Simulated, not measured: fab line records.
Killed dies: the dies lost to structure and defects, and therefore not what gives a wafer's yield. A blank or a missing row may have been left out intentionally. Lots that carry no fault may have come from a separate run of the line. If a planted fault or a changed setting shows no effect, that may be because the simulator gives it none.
fab line records ; flow n5_finfet
[record] lots = 24; wafers = 72; last_day = 20
route steps=1938 shown BEOL_M10@1531 BEOL_M11@1540 BEOL_M12@1603
lots with no fault: from the same line, run without faults
start_h: start of the lot's first displayed wafer, in hours after the record's first day ; wait_h: time in hours since the lot's previous step ; " the same as in the row above ; L1.1+2: one row covering several wafers at once ; - value missing, or start not given ; * or withheld: withheld ; < > ~ a bound
route shown NAME@n: NAME is a module with steps in the file, n the number in the route of the first one ; usual: mean and standard deviation over wafers with no fault ; same: alike in all rows ; chamber/n: place in a boat ; sites: readings site by site ; _std_site: standard deviation of those values ; _edge_site: inner sites' mean taken away from outer sites' mean ; radius_mm: for every site, how far away it sits from the centre of the wafer ; mask NAME#n: copy n ; behind: tool/chamber where the wafer was last shaped ; hold: why the lot was held/for how many hours/how that ended ; device: transistor that didn't switch, given as n, p or np ; end of line: the tests these same wafers got at the end of their route ; a step with no rows: only its recipe ; killed: count of dies lost to structure and defects at first sort (not the wafer's yield) ; map: dies across one wafer; x = killed, . = not, _ = none there
set.NAME: the setting the step ran with; set.NAME@STEP: the setting that earlier step ran with ; model.NAME: the simulator's own value behind a step, which no gauge read
the route's steps for a sample of lots (tables are steps, rows are wafers)
services: a tool's chamber out of use, with start hour (start_h, from the record's first day; less than 0 if before it), hours out, and reason
[[steps]]
[step N5_BEOL_M10_THK_MEAS_53]
[recipe] thk_meas_gauge = xrf; reads = Cu_of_BEOL_M10_ECD_50
[usual] M10_THK = 142.0/2.5
lot.wafer;tool;chamber;start_h;wait_h;M10_THK[nm]
L074.3;film_metro-02;-;260.24;-;140.3
L074.4;film_metro-02;-;260.24;-;139.2
L074.5;film_metro-02;-;260.24;-;140.0
L075.2;film_metro-01;-;293.36;-;145.8
L075.4;film_metro-01;-;293.36;-;141.9
L075.6;film_metro-01;-;293.36;-;145.8
L076.1;film_metro-02;-;298.36;-;139.7
L076.4;film_metro-02;-;298.36;-;142.7
L076.6;film_metro-02;-;298.36;-;143.4
L077.1;film_metro-01;-;306.93;-;143.1
L077.2;film_metro-01;-;306.93;-;145.1
L077.5;film_metro-01;-;306.93;-;145.6
L078.1;film_metro-02;-;315.02;-;139.4
L078.3;film_metro-02;-;315.02;-;141.9
L078.4;film_metro-02;-;315.02;-;142.5
L080.1;film_metro-01;-;323.59;-;139.7
L080.2;film_metro-01;-;323.59;-;141.8
L080.5;film_metro-01;-;323.59;-;141.1
L081.1;film_metro-01;-;327.26;-;145.8
L081.3;film_metro-01;-;327.26;-;144.3
L081.4;film_metro-01;-;327.26;-;143.7
L083.1;film_metro-01;-;331.72;-;137.9
L083.5;film_metro-01;-;331.72;-;142.5
L083.6;film_metro-01;-;331.72;-;143.0
L082.3;film_metro-01;-;335.10;-;145.6
L082.5;film_metro-01;-;335.10;-;142.6
L082.6;film_metro-01;-;335.10;-;145.0
L084.3;film_metro-01;-;337.31;-;143.5
L084.5;film_metro-01;-;337.31;-;142.6
L084.6;film_metro-01;-;337.31;-;143.1
L086.2;film_metro-01;-;349.46;-;140.1
L086.3;film_metro-01;-;349.46;-;138.1
L086.6;film_metro-01;-;349.46;-;143.9
L092.2;film_metro-02;-;349.57;-;140.3
L092.3;film_metro-02;-;349.57;-;137.1
L092.4;film_metro-02;-;349.57;-;139.9
L085.3;film_metro-01;-;351.67;-;145.2
L085.4;film_metro-01;-;351.67;-;144.1
L085.6;film_metro-01;-;351.67;-;145.6
L088.3;film_metro-01;-;364.69;-;142.2
L088.5;film_metro-01;-;364.69;-;141.8
L088.6;film_metro-01;-;364.69;-;139.0
L087.3;film_metro-01;-;372.49;-;140.6
L087.4;film_metro-01;-;372.49;-;143.1
L087.6;film_metro-01;-;372.49;-;141.2
L089.2;film_metro-01;-;373.73;-;145.2
L089.4;film_metro-01;-;373.73;-;139.4
L089.5;film_metro-01;-;373.73;-;143.3
L090.2;film_metro-02;-;375.37;-;140.0
L090.4;film_metro-02;-;375.37;-;143.2
L090.5;film_metro-02;-;375.37;-;139.0
L091.1;film_metro-01;-;379.06;-;140.8
L091.3;film_metro-01;-;379.06;-;142.5
L091.4;film_metro-01;-;379.06;-;149.6
L093.3;film_metro-02;-;382.25;-;135.5
L093.5;film_metro-02;-;382.25;-;139.0
L093.6;film_metro-02;-;382.25;-;140.5
L097.1;film_metro-02;-;410.32;-;143.3
L097.2;film_metro-02;-;410.32;-;148.0
L097.6;film_metro-02;-;410.32;-;147.3
L079.1;film_metro-01;-;410.59;-;142.5
L079.2;film_metro-01;-;410.59;-;141.6
L079.6;film_metro-01;-;410.59;-;139.7
L096.1;film_metro-01;-;412.88;-;142.2
L096.3;film_metro-01;-;412.88;-;142.7
L096.6;film_metro-01;-;412.88;-;143.9
L094.1;film_metro-02;-;431.01;-;144.8
L094.2;film_metro-02;-;431.01;-;139.0
L094.6;film_metro-02;-;431.01;-;139.2
L095.1;film_metro-02;-;435.18;-;144.1
L095.4;film_metro-02;-;435.18;-;142.2
L095.6;film_metro-02;-;435.18;-;143.8
[step N5_BEOL_M11_HM_DEP_02]
[recipe] material = TiN; target_thk_a = 200; temp_c = 25; chamber_pressure_pa = 0.49996
[usual] susceptor_temp_C = 25.00/0.097; throttle_valve_pct = 29.6/1.2
lot.wafer;tool;chamber;start_h;wait_h;susceptor_temp_C;throttle_valve_pct
L074.3;pvd_sputter-02;-;261.83;0.7;25.09;30.6
L074.4;pvd_sputter-02;-;261.83;0.7;24.92;27.2
L074.5;pvd_sputter-02;-;261.83;0.7;24.93;30.8
L075.2;pvd_sputter-01;-;295.44;1.2;25.11;30.3
L075.4;pvd_sputter-01;-;295.44;1.2;25.05;30.6
L075.6;pvd_sputter-01;-;295.44;1.2;25.26;30.5
L076.1;pvd_sputter-01;-;300.26;1.1;24.94;30.5
L076.4;pvd_sputter-01;-;300.26;1.1;25.03;28.8
L076.6;pvd_sputter-01;-;300.26;1.1;25.20;29.9
L077.1;pvd_sputter-03;-;309.02;1.2;24.90;29.8
L077.2;pvd_sputter-03;-;309.02;1.2;25.06;29.0
L077.5;pvd_sputter-03;-;309.02;1.2;25.03;29.2
L078.1;pvd_sputter-01;-;317.11;1.2;24.92;30.4
L078.3;pvd_sputter-01;-;317.11;1.2;24.84;29.9
L078.4;pvd_sputter-01;-;317.11;1.2;25.00;30.5
L080.1;pvd_sputter-03;-;327.08;2.5;24.94;30.9
L080.2;pvd_sputter-03;-;327.08;2.5;24.88;29.8
L080.5;pvd_sputter-03;-;327.08;2.5;25.04;29.2
L081.1;pvd_sputter-02;-;329.07;0.9;25.07;30.4
L081.3;pvd_sputter-02;-;329.07;0.9;25.05;31.0
L081.4;pvd_sputter-02;-;329.07;0.9;25.05;30.0
L083.1;pvd_sputter-02;-;332.75;0.1;24.95;30.3
L083.5;pvd_sputter-02;-;332.75;0.1;25.07;27.5
L083.6;pvd_sputter-02;-;332.75;0.1;24.96;29.9
L082.3;pvd_sputter-02;-;336.77;0.7;25.07;30.8
L082.5;pvd_sputter-02;-;336.77;0.7;25.00;31.0
L082.6;pvd_sputter-02;-;336.77;0.7;24.96;30.3
L084.3;pvd_sputter-02;-;340.52;1.9;24.83;30.8
L084.5;pvd_sputter-02;-;340.52;1.9;25.08;30.7
L084.6;pvd_sputter-02;-;340.52;1.9;24.99;27.2
L086.2;pvd_sputter-02;-;350.77;0.5;24.92;30.4
L086.3;pvd_sputter-02;-;350.77;0.5;25.11;30.6
L086.6;pvd_sputter-02;-;350.77;0.5;25.00;30.0
L092.2;pvd_sputter-02;-;350.95;0.3;25.04;27.1
L092.3;pvd_sputter-02;-;350.95;0.3;25.04;30.0
L092.4;pvd_sputter-02;-;350.95;0.3;25.00;30.5
L085.3;pvd_sputter-02;-;353.97;1.5;25.17;30.1
L085.4;pvd_sputter-02;-;353.97;1.5;25.00;30.4
L085.6;pvd_sputter-02;-;353.97;1.5;25.11;30.8
L088.3;pvd_sputter-03;-;369.74;4.2;24.90;29.3
L088.5;pvd_sputter-03;-;369.74;4.2;24.90;29.6
L088.6;pvd_sputter-03;-;369.74;4.2;25.15;28.7
L087.3;pvd_sputter-02;-;374.35;1.0;25.19;30.0
L087.4;pvd_sputter-02;-;374.35;1.0;24.86;30.4
L087.6;pvd_sputter-02;-;374.35;1.0;24.75;27.2
L089.2;pvd_sputter-01;-;375.07;0.5;25.02;29.5
L089.4;pvd_sputter-01;-;375.07;0.5;24.94;28.7
L089.5;pvd_sputter-01;-;375.07;0.5;24.95;29.1
L090.2;pvd_sputter-03;-;379.16;2.5;24.98;30.8
L090.4;pvd_sputter-03;-;379.16;2.5;24.98;29.0
L090.5;pvd_sputter-03;-;379.16;2.5;24.95;30.6
L091.1;pvd_sputter-02;-;381.04;0.7;25.04;31.0
L091.3;pvd_sputter-02;-;381.04;0.7;25.06;30.3
L091.4;pvd_sputter-02;-;381.04;0.7;25.02;27.1
L093.3;pvd_sputter-02;-;384.26;1.2;24.89;30.9
L093.5;pvd_sputter-02;-;384.26;1.2;24.89;30.1
L093.6;pvd_sputter-02;-;384.26;1.2;24.90;30.0
L097.1;pvd_sputter-01;-;412.34;1.1;25.09;30.7
L097.2;pvd_sputter-01;-;412.34;1.1;25.15;28.5
L097.6;pvd_sputter-01;-;412.34;1.1;24.93;28.7
L079.1;pvd_sputter-01;-;412.44;1.0;24.95;29.7
L079.2;pvd_sputter-01;-;412.44;1.0;24.91;30.6
L079.6;pvd_sputter-01;-;412.44;1.0;25.03;28.7
L096.1;pvd_sputter-03;-;414.02;0.3;24.98;29.5
L096.3;pvd_sputter-03;-;414.02;0.3;24.94;30.7
L096.6;pvd_sputter-03;-;414.02;0.3;25.07;29.0
L094.1;pvd_sputter-02;-;433.20;1.3;25.19;29.9
L094.2;pvd_sputter-02;-;433.20;1.3;24.96;30.9
L094.6;pvd_sputter-02;-;433.20;1.3;24.95;27.2
L095.1;pvd_sputter-02;-;437.66;1.6;24.84;30.1
L095.4;pvd_sputter-02;-;437.66;1.6;25.04;30.5
L095.6;pvd_sputter-02;-;437.66;1.6;24.74;29.8
[step N5_BEOL_M11_INSPECT_30]
[recipe] mode = adi; inspect_instrument = brightfield
[usual] raw_defect_count = 442/130
lot.wafer;tool;chamber;start_h;wait_h;raw_defect_count
L074.3;defect_inspect-02;-;264.38;0.0;324
L074.4;defect_inspect-02;-;264.38;0.0;403
L074.5;defect_inspect-02;-;264.38;0.0;497
L075.2;defect_inspect-02;-;297.19;0.0;511
L075.4;defect_inspect-02;-;297.19;0.0;428
L075.6;defect_inspect-02;-;297.19;0.0;337
L076.1;defect_inspect-02;-;304.97;0.0;489
L076.4;defect_inspect-02;-;304.97;0.0;464
L076.6;defect_inspect-02;-;304.97;0.0;424
L077.1;defect_inspect-01;-;311.76;0.0;511
L077.2;defect_inspect-01;-;311.76;0.0;583
L077.5;defect_inspect-01;-;311.76;0.0;420
L078.1;defect_inspect-01;-;320.85;0.0;281
L078.3;defect_inspect-01;-;320.85;0.0;370
L078.4;defect_inspect-01;-;320.85;0.0;279
L080.1;defect_inspect-01;-;328.68;0.0;460
L080.2;defect_inspect-01;-;328.68;0.0;414
L080.5;defect_inspect-01;-;328.68;0.0;411
L081.1;defect_inspect-01;-;330.96;0.0;504
L081.3;defect_inspect-01;-;330.96;0.0;560
L081.4;defect_inspect-01;-;330.96;0.0;789
L083.1;defect_inspect-01;-;334.32;0.0;695
L083.5;defect_inspect-01;-;334.32;0.0;539
L083.6;defect_inspect-01;-;334.32;0.0;338
L082.3;defect_inspect-01;-;339.85;0.0;435
L082.5;defect_inspect-01;-;339.85;0.0;467
L082.6;defect_inspect-01;-;339.85;0.0;504
L084.3;defect_inspect-02;-;342.03;0.0;296
L084.5;defect_inspect-02;-;342.03;0.0;334
L084.6;defect_inspect-02;-;342.03;0.0;592
L086.2;defect_inspect-02;-;353.13;0.0;274
L086.3;defect_inspect-02;-;353.13;0.0;233
L086.6;defect_inspect-02;-;353.13;0.0;323
L092.2;defect_inspect-02;-;353.30;0.0;425
L092.3;defect_inspect-02;-;353.30;0.0;586
L092.4;defect_inspect-02;-;353.30;0.0;391
L085.3;defect_inspect-01;-;357.01;0.0;369
L085.4;defect_inspect-01;-;357.01;0.0;370
L085.6;defect_inspect-01;-;357.01;0.0;348
L088.3;defect_inspect-02;-;371.35;0.0;478
L088.5;defect_inspect-02;-;371.35;0.0;275
L088.6;defect_inspect-02;-;371.35;0.0;384
L087.3;defect_inspect-02;-;378.36;0.0;677
L087.4;defect_inspect-02;-;378.36;0.0;381
L087.6;defect_inspect-02;-;378.36;0.0;528
L089.2;defect_inspect-01;-;378.48;0.0;370
L089.4;defect_inspect-01;-;378.48;0.0;341
L089.5;defect_inspect-01;-;378.48;0.0;549
L090.2;defect_inspect-02;-;383.05;0.0;313
L090.4;defect_inspect-02;-;383.05;0.0;352
L090.5;defect_inspect-02;-;383.05;0.0;464
L091.1;defect_inspect-02;-;383.09;0.0;683
L091.3;defect_inspect-02;-;383.09;0.0;411
L091.4;defect_inspect-02;-;383.09;0.0;496
L093.3;defect_inspect-01;-;388.01;0.0;352
L093.5;defect_inspect-01;-;388.01;0.0;480
L093.6;defect_inspect-01;-;388.01;0.0;327
L097.1;defect_inspect-01;-;417.92;0.0;505
L097.2;defect_inspect-01;-;417.92;0.0;588
L097.6;defect_inspect-01;-;417.92;0.0;376
L096.1;defect_inspect-01;-;418.09;0.0;373
L096.3;defect_inspect-01;-;418.09;0.0;699
L096.6;defect_inspect-01;-;418.09;0.0;478
L079.1;defect_inspect-02;-;418.26;0.0;271
L079.2;defect_inspect-02;-;418.26;0.0;238
L079.6;defect_inspect-02;-;418.26;0.0;372
L094.1;defect_inspect-01;-;434.59;0.0;590
L094.2;defect_inspect-01;-;434.59;0.0;525
L094.6;defect_inspect-01;-;434.59;0.0;489
L095.1;defect_inspect-01;-;441.12;0.0;641
L095.4;defect_inspect-01;-;441.12;0.0;609
L095.6;defect_inspect-01;-;441.12;0.0;609
[step N5_BEOL_M11_DEGAS_44]
[recipe] ambient = vacuum; temp_c = 250; time_s = 60
[usual] heater_power_w = 333/30; susceptor_temp_C = 249.99/0.17
lot.wafer;tool;chamber;start_h;wait_h;heater_power_w;susceptor_temp_C
L074.3;pvd_sputter-01;-;265.73;0.3;298;249.80
L074.4;pvd_sputter-01;-;265.73;0.3;380;250.00
L074.5;pvd_sputter-01;-;265.73;0.3;295;249.85
L075.2;pvd_sputter-03;-;299.69;1.6;301;249.65
L075.4;pvd_sputter-03;-;299.69;1.6;354;249.92
L075.6;pvd_sputter-03;-;299.69;1.6;304;250.23
L076.1;pvd_sputter-02;-;306.70;0.6;351;250.37
L076.4;pvd_sputter-02;-;306.70;0.6;302;250.20
L076.6;pvd_sputter-02;-;306.70;0.6;307;250.32
L077.1;pvd_sputter-03;-;313.13;0.3;299;249.89
L077.2;pvd_sputter-03;-;313.13;0.3;360;250.26
L077.5;pvd_sputter-03;-;313.13;0.3;355;249.86
L078.1;pvd_sputter-03;-;322.16;0.5;290;249.94
L078.3;pvd_sputter-03;-;322.16;0.5;357;249.90
L078.4;pvd_sputter-03;-;322.16;0.5;287;249.81
L080.1;pvd_sputter-02;-;330.11;0.7;330;250.25
L080.2;pvd_sputter-02;-;330.11;0.7;313;250.11
L080.5;pvd_sputter-02;-;330.11;0.7;304;250.05
L081.1;pvd_sputter-02;-;332.37;0.6;312;250.18
L081.3;pvd_sputter-02;-;332.37;0.6;331;249.94
L081.4;pvd_sputter-02;-;332.37;0.6;334;249.79
L083.1;pvd_sputter-01;-;335.65;0.5;286;249.94
L083.5;pvd_sputter-01;-;335.65;0.5;368;250.15
L083.6;pvd_sputter-01;-;335.65;0.5;383;250.00
L082.3;pvd_sputter-02;-;342.84;1.3;336;249.82
L082.5;pvd_sputter-02;-;342.84;1.3;348;250.11
L082.6;pvd_sputter-02;-;342.84;1.3;305;249.97
L084.3;pvd_sputter-03;-;343.57;0.6;298;250.00
L084.5;pvd_sputter-03;-;343.57;0.6;363;249.87
L084.6;pvd_sputter-03;-;343.57;0.6;306;249.69
L086.2;pvd_sputter-03;-;354.42;0.4;294;250.21
L086.3;pvd_sputter-03;-;354.42;0.4;356;249.91
L086.6;pvd_sputter-03;-;354.42;0.4;294;250.11
L092.2;pvd_sputter-02;-;354.69;0.2;337;249.91
L092.3;pvd_sputter-02;-;354.69;0.2;343;249.85
L092.4;pvd_sputter-02;-;354.69;0.2;306;250.14
L085.3;pvd_sputter-01;-;358.70;0.6;373;250.19
L085.4;pvd_sputter-01;-;358.70;0.6;377;249.96
L085.6;pvd_sputter-01;-;358.70;0.6;372;250.18
L088.3;pvd_sputter-01;-;372.56;0.2;291;250.17
L088.5;pvd_sputter-01;-;372.56;0.2;297;249.92
L088.6;pvd_sputter-01;-;372.56;0.2;369;250.09
L087.3;pvd_sputter-03;-;379.68;0.4;298;249.65
L087.4;pvd_sputter-03;-;379.68;0.4;361;250.01
L087.6;pvd_sputter-03;-;379.68;0.4;361;249.89
L089.2;pvd_sputter-03;-;379.76;0.3;360;250.29
L089.4;pvd_sputter-03;-;379.76;0.3;290;249.95
L089.5;pvd_sputter-03;-;379.76;0.3;295;250.13
L090.2;pvd_sputter-02;-;384.66;0.8;331;250.25
L090.4;pvd_sputter-02;-;384.66;0.8;298;249.92
L090.5;pvd_sputter-02;-;384.66;0.8;341;249.98
L091.1;pvd_sputter-02;-;384.74;0.9;334;249.86
L091.3;pvd_sputter-02;-;384.74;0.9;346;249.78
L091.4;pvd_sputter-02;-;384.74;0.9;304;250.06
L093.3;pvd_sputter-02;-;389.47;0.4;300;249.85
L093.5;pvd_sputter-02;-;389.47;0.4;331;250.27
L093.6;pvd_sputter-02;-;389.47;0.4;343;250.04
L097.1;pvd_sputter-01;-;419.02;0.3;372;250.06
L097.2;pvd_sputter-01;-;419.02;0.3;376;249.86
L097.6;pvd_sputter-01;-;419.02;0.3;339;249.89
L096.1;pvd_sputter-01;-;420.06;0.8;287;249.70
L096.3;pvd_sputter-01;-;420.06;0.8;330;250.06
L096.6;pvd_sputter-01;-;420.06;0.8;331;249.88
L079.1;pvd_sputter-01;-;420.58;0.7;370;250.26
L079.2;pvd_sputter-01;-;420.58;0.7;328;249.85
L079.6;pvd_sputter-01;-;420.58;0.7;295;249.94
L094.1;pvd_sputter-01;-;437.36;1.7;329;250.01
L094.2;pvd_sputter-01;-;437.36;1.7;291;249.98
L094.6;pvd_sputter-01;-;437.36;1.7;293;249.69
L095.1;pvd_sputter-01;-;442.32;0.4;330;249.83
L095.4;pvd_sputter-01;-;442.32;0.4;370;249.89
L095.6;pvd_sputter-01;-;442.32;0.4;324;250.19
[step N5_BEOL_M11_SPUTTER_48]
[recipe] material = Cu; target_thk_a = 120; temp_c = -20; bias_v = 60; power_w = 26000; chamber_pressure_pa = 0.13; time_s = 2
[usual] susceptor_temp_C = -20.01/0.11; throttle_valve_pct = 29.9/1.1
lot.wafer;tool;chamber;start_h;wait_h;susceptor_temp_C;throttle_valve_pct
L074.3;pvd_sputter-03;-;267.84;1.3;-19.82;29.5
L074.4;pvd_sputter-03;-;267.84;1.3;-20.09;30.9
L074.5;pvd_sputter-03;-;267.84;1.3;-20.01;31.0
L075.2;pvd_sputter-01;-;300.60;0.1;-20.16;28.9
L075.4;pvd_sputter-01;-;300.60;0.1;-19.93;30.5
L075.6;pvd_sputter-01;-;300.60;0.1;-20.17;29.7
L076.1;pvd_sputter-02;-;308.78;1.6;-20.07;31.0
L076.4;pvd_sputter-02;-;308.78;1.6;-19.90;27.4
L076.6;pvd_sputter-02;-;308.78;1.6;-20.07;30.8
L077.1;pvd_sputter-01;-;313.85;0.1;-19.97;28.6
L077.2;pvd_sputter-01;-;313.85;0.1;-20.04;30.5
L077.5;pvd_sputter-01;-;313.85;0.1;-19.90;29.3
L078.1;pvd_sputter-02;-;323.02;0.1;-20.06;27.3
L078.3;pvd_sputter-02;-;323.02;0.1;-19.86;30.0
L078.4;pvd_sputter-02;-;323.02;0.1;-19.90;30.3
L080.1;pvd_sputter-01;-;330.78;0.1;-20.29;30.4
L080.2;pvd_sputter-01;-;330.78;0.1;-20.09;30.6
L080.5;pvd_sputter-01;-;330.78;0.1;-20.01;30.5
L081.1;pvd_sputter-03;-;333.77;0.2;-20.03;29.0
L081.3;pvd_sputter-03;-;333.77;0.2;-19.89;30.4
L081.4;pvd_sputter-03;-;333.77;0.2;-20.03;29.6
L083.1;pvd_sputter-02;-;336.41;0.1;-19.85;27.4
L083.5;pvd_sputter-02;-;336.41;0.1;-20.11;30.6
L083.6;pvd_sputter-02;-;336.41;0.1;-20.02;30.2
L082.3;pvd_sputter-01;-;343.55;0.1;-20.14;30.2
L082.5;pvd_sputter-01;-;343.55;0.1;-19.90;30.5
L082.6;pvd_sputter-01;-;343.55;0.1;-19.84;30.7
L084.3;pvd_sputter-01;-;344.21;0.1;-20.04;30.5
L084.5;pvd_sputter-01;-;344.21;0.1;-19.85;28.8
L084.6;pvd_sputter-01;-;344.21;0.1;-19.95;30.0
L086.2;pvd_sputter-01;-;355.38;0.1;-19.99;28.9
L086.3;pvd_sputter-01;-;355.38;0.1;-19.90;30.6
L086.6;pvd_sputter-01;-;355.38;0.1;-19.85;30.3
L092.2;pvd_sputter-02;-;357.01;1.3;-19.97;27.3
L092.3;pvd_sputter-02;-;357.01;1.3;-20.14;30.1
L092.4;pvd_sputter-02;-;357.01;1.3;-19.99;30.4
L085.3;pvd_sputter-01;-;359.86;0.4;-20.06;29.7
L085.4;pvd_sputter-01;-;359.86;0.4;-19.98;30.3
L085.6;pvd_sputter-01;-;359.86;0.4;-20.08;29.9
L088.3;pvd_sputter-02;-;374.05;0.7;-20.02;27.3
L088.5;pvd_sputter-02;-;374.05;0.7;-19.84;31.1
L088.6;pvd_sputter-02;-;374.05;0.7;-20.14;27.0
L087.3;pvd_sputter-02;-;380.32;0.1;-20.15;30.1
L087.4;pvd_sputter-02;-;380.32;0.1;-20.03;30.8
L087.6;pvd_sputter-02;-;380.32;0.1;-20.02;30.2
L089.2;pvd_sputter-02;-;380.40;0.1;-19.98;27.3
L089.4;pvd_sputter-02;-;380.40;0.1;-19.94;30.8
L089.5;pvd_sputter-02;-;380.40;0.1;-20.10;27.4
L090.2;pvd_sputter-03;-;385.73;0.3;-19.91;29.9
L090.4;pvd_sputter-03;-;385.73;0.3;-20.13;28.8
L090.5;pvd_sputter-03;-;385.73;0.3;-20.07;30.9
L091.1;pvd_sputter-02;-;385.73;0.2;-20.07;29.9
L091.3;pvd_sputter-02;-;385.73;0.2;-20.09;27.2
L091.4;pvd_sputter-02;-;385.73;0.2;-19.78;30.5
L093.3;pvd_sputter-03;-;391.07;0.1;-19.96;29.0
L093.5;pvd_sputter-03;-;391.07;0.1;-19.80;31.2
L093.6;pvd_sputter-03;-;391.07;0.1;-20.02;30.8
L097.1;pvd_sputter-01;-;419.98;0.2;-19.85;30.6
L097.2;pvd_sputter-01;-;419.98;0.2;-19.88;29.4
L097.6;pvd_sputter-01;-;419.98;0.2;-20.13;30.7
L096.1;pvd_sputter-01;-;420.76;0.1;-20.00;28.7
L096.3;pvd_sputter-01;-;420.76;0.1;-20.02;30.8
L096.6;pvd_sputter-01;-;420.76;0.1;-20.01;30.6
L079.1;pvd_sputter-02;-;421.29;0.1;-20.19;27.0
L079.2;pvd_sputter-02;-;421.29;0.1;-19.94;30.4
L079.6;pvd_sputter-02;-;421.29;0.1;-20.01;30.8
L094.1;pvd_sputter-02;-;438.10;0.2;-19.84;30.0
L094.2;pvd_sputter-02;-;438.10;0.2;-19.97;30.9
L094.6;pvd_sputter-02;-;438.10;0.2;-20.01;30.3
L095.1;pvd_sputter-01;-;443.24;0.4;-19.85;30.5
L095.4;pvd_sputter-01;-;443.24;0.4;-19.93;28.6
L095.6;pvd_sputter-01;-;443.24;0.4;-19.94;29.7
[step N5_BEOL_M12_THK_MEAS_01]
[recipe] reads = SiOC_of_BEOL_M12_ILD_DEP_00
[usual] M12_ILD_THK = 658/7.7
lot.wafer;tool;chamber;start_h;wait_h;M12_ILD_THK[nm]
L074.3;film_metro-01;-;269.31;0.1;644
L074.4;film_metro-01;-;269.31;0.1;655
L074.5;film_metro-01;-;269.31;0.1;657
L075.2;film_metro-01;-;301.77;0.1;646
L075.4;film_metro-01;-;301.77;0.1;658
L075.6;film_metro-01;-;301.77;0.1;660
L076.1;film_metro-02;-;309.95;0.1;649
L076.4;film_metro-02;-;309.95;0.1;665
L076.6;film_metro-02;-;309.95;0.1;672
L077.1;film_metro-01;-;315.23;0.1;657
L077.2;film_metro-01;-;315.23;0.1;655
L077.5;film_metro-01;-;315.23;0.1;662
L078.1;film_metro-02;-;324.41;0.1;657
L078.3;film_metro-02;-;324.41;0.1;658
L078.4;film_metro-02;-;324.41;0.1;658
L080.1;film_metro-02;-;331.93;0.1;660
L080.2;film_metro-02;-;331.93;0.1;665
L080.5;film_metro-02;-;331.93;0.1;673
L081.1;film_metro-02;-;335.17;0.1;651
L081.3;film_metro-02;-;335.17;0.1;657
L081.4;film_metro-02;-;335.17;0.1;660
L083.1;film_metro-02;-;337.55;0.1;655
L083.5;film_metro-02;-;337.55;0.1;666
L083.6;film_metro-02;-;337.55;0.1;665
L082.3;film_metro-02;-;344.77;0.1;643
L082.5;film_metro-02;-;344.77;0.1;647
L082.6;film_metro-02;-;344.77;0.1;652
L084.3;film_metro-02;-;345.53;0.1;650
L084.5;film_metro-02;-;345.53;0.1;667
L084.6;film_metro-02;-;345.53;0.1;666
L086.2;film_metro-02;-;357.04;0.1;651
L086.3;film_metro-02;-;357.04;0.1;647
L086.6;film_metro-02;-;357.04;0.1;659
L092.2;film_metro-01;-;358.22;0.1;643
L092.3;film_metro-01;-;358.22;0.1;648
L092.4;film_metro-01;-;358.22;0.1;653
L085.3;film_metro-02;-;361.03;0.1;660
L085.4;film_metro-02;-;361.03;0.1;658
L085.6;film_metro-02;-;361.03;0.1;666
L088.3;film_metro-02;-;375.25;0.1;654
L088.5;film_metro-02;-;375.25;0.1;659
L088.6;film_metro-02;-;375.25;0.1;646
L087.3;film_metro-02;-;381.85;0.1;652
L087.4;film_metro-02;-;381.85;0.1;656
L087.6;film_metro-02;-;381.85;0.1;663
L089.2;film_metro-02;-;382.03;0.1;657
L089.4;film_metro-02;-;382.03;0.1;669
L089.5;film_metro-02;-;382.03;0.1;660
L090.2;film_metro-02;-;387.36;0.1;662
L090.4;film_metro-02;-;387.36;0.1;659
L090.5;film_metro-02;-;387.36;0.1;658
L091.1;film_metro-02;-;387.45;0.1;648
L091.3;film_metro-02;-;387.45;0.1;651
L091.4;film_metro-02;-;387.45;0.1;652
L093.3;film_metro-01;-;392.38;0.1;666
L093.5;film_metro-01;-;392.38;0.1;678
L093.6;film_metro-01;-;392.38;0.1;669
L097.1;film_metro-01;-;421.71;0.1;651
L097.2;film_metro-01;-;421.71;0.1;653
L097.6;film_metro-01;-;421.71;0.1;662
L096.1;film_metro-01;-;422.33;0.1;662
L096.3;film_metro-01;-;422.33;0.1;652
L096.6;film_metro-01;-;422.33;0.1;666
L079.1;film_metro-01;-;422.43;0.1;651
L079.2;film_metro-01;-;422.43;0.1;648
L079.6;film_metro-01;-;422.43;0.1;672
L094.1;film_metro-02;-;439.25;0.1;657
L094.2;film_metro-02;-;439.25;0.1;658
L094.6;film_metro-02;-;439.25;0.1;663
L095.1;film_metro-01;-;444.49;0.1;650
L095.4;film_metro-01;-;444.49;0.1;660
L095.6;film_metro-01;-;444.49;0.1;659
[[services]]
tool;chamber;start_h;hours;kind
pvd_sputter-03;-;415.65;1.7;repair
[[key]]
fault none
